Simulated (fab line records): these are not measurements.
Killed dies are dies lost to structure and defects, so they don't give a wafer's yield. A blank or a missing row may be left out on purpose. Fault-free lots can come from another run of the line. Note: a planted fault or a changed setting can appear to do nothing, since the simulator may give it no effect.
A single fault, viewed from 3 desks    flow n5 finfet    only its own numbers are on each desk; what lay behind them is given at the end

## FROM THE METROLOGY DESK
Lot by lot, what the gauges showed, no matter which tool ran the lot: averages of those sampled wafers that carry a number. Marked OUT: a lot whose mean sits more than 4 standard deviations from the usual mean, which makes it out of limits; the brackets give that distance. Shown are 7 of the 11 readings it has, namely the first that went out of limits plus those furthest out on some lot.
Columns: A = thk nm at N5_FIN_SAQP_THK_MEAS_05, usual 38.1 nm; B = DIBL_N at N5_BEOL_M4_RC_MEAS_101, usual 36.0 mV/V; C = DIBL_P at N5_BEOL_M4_RC_MEAS_101, usual 36.1 mV/V; D = IOFF_N at N5_BEOL_M4_RC_MEAS_101, usual 0.160 nA/um; E = IOFF_P at N5_BEOL_M4_RC_MEAS_101, usual 0.21 nA/um; F = VT_N at N5_BEOL_M4_RC_MEAS_101, usual 250 mV; G = VT_P at N5_BEOL_M4_RC_MEAS_101, usual -249 mV
lot   first seen here  A               B     C     D      E     F    G
L927  day 1 23:09      37.5            36.5  35.1  0.144  0.19  251  -253
L928  day 2 02:55      38.2            36.8  35.5  0.161  0.22  251  -249
L929  day 2 09:38      38.8            34.9  35.2  0.140  0.18  252  -252
L930  day 2 14:29      38.6            34.8  34.8  0.127  0.16  254  -258
L931  day 2 21:11      38.7            33.9  35.5  0.146  0.20  250  -250
L932  day 3 03:10      38.4            37.4  36.4  0.157  0.23  251  -248
L936  day 4 03:11      32.1 (-11) OUT  37.5  37.6  0.184  0.23  246  -250
L944  day 6 03:00      38.1            35.9  36.6  0.167  0.20  248  -250
L947  day 6 22:21      37.9            36.9  36.9  0.172  0.23  249  -249
L948  day 7 04:07      38.6            33.4  35.1  0.136  0.21  253  -248
L949  day 7 09:59      38.3            35.6  35.5  0.149  0.22  251  -248
L950  day 7 14:45      37.6            37.7  39.4  0.202  0.29  245  -243
This desk finds L936 out of limits, L936 being first, at day 4 03:11 (thk nm at N5_FIN_SAQP_THK_MEAS_05). L927, L928, L929, L930, L931, L932, L944, L947, L948, L949, L950 stayed within limits.

## THE DEFECT DESK
Lot by lot, what the route's inspections counted, given as the mean of those sampled wafers with a number. Marked OUT: a lot whose mean sits more than 4 standard deviations from the usual mean, which makes it out of limits; the brackets give that distance.
Columns: A = raw defect count at N5_FIN_SAQP_INSPECT_18, usual 426
lot   first seen here  A
L927  day 1 23:47      393
L928  day 2 03:32      546
L929  day 2 10:22      513
L930  day 2 15:16      372
L931  day 2 21:56      556
L932  day 3 03:48      337
L936  day 4 03:56      276
L944  day 6 03:38      357
L947  day 6 23:06      348
L948  day 7 04:52      423
L949  day 7 10:44      420
L950  day 7 15:30      332
Finding of this desk: none of the 12 lots has anything out of limits.

## AT THE TOOL OWNER'S DESK: pecvd-04
The tool's own readings at N5_FIN_SAQP_HM_DEP_03 (deposits SiNx from SiH4/NH3/N2, target thk 38 nm, time 33.6 s): means of the sampled wafers that have a number, for each lot that ran on this tool. Marked OUT: a lot whose mean sits more than 4 standard deviations from the usual mean, which makes it out of limits; the brackets give that distance.
Columns: A = heater power w at N5_FIN_SAQP_HM_DEP_03, usual 750 W; B = showerhead plenum p Torr at N5_FIN_SAQP_HM_DEP_03, usual 5.11 Torr; C = throttle valve pct at N5_FIN_SAQP_HM_DEP_03, usual 39.8 %
lot   first seen here  A    B     C
L931  day 2 21:06      747  5.08  39.2
L932  day 3 03:05      859  5.15  38.7
L936  day 4 03:05      768  5.08  38.9
L949  day 7 09:54      806  5.14  38.6
L950  day 7 14:40      863  5.11  38.8
Finding of this desk: none of the 5 lots has anything out of limits.

## PUT TOGETHER
On L936, the metrology desk was in a position to raise an alarm at day 4 03:11.
No out-of-limits result turned up at the defect desk.
The desk of the tool owner found nothing out of limits.
The defect desk has L936 on record, within its limits.
The tool owner's desk has L936 on record, within its limits.
N5_FIN_SAQP_HM_DEP_03 was run on pecvd-04 by each of the lots named.

## WHAT THE SIMULATOR HAD PUT IN
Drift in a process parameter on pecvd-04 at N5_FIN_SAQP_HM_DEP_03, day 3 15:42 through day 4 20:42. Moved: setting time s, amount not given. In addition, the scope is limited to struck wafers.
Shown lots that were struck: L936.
Per desk, hours elapsed from the start of the fault to the first reading out of limits: for the metrology desk, 11.
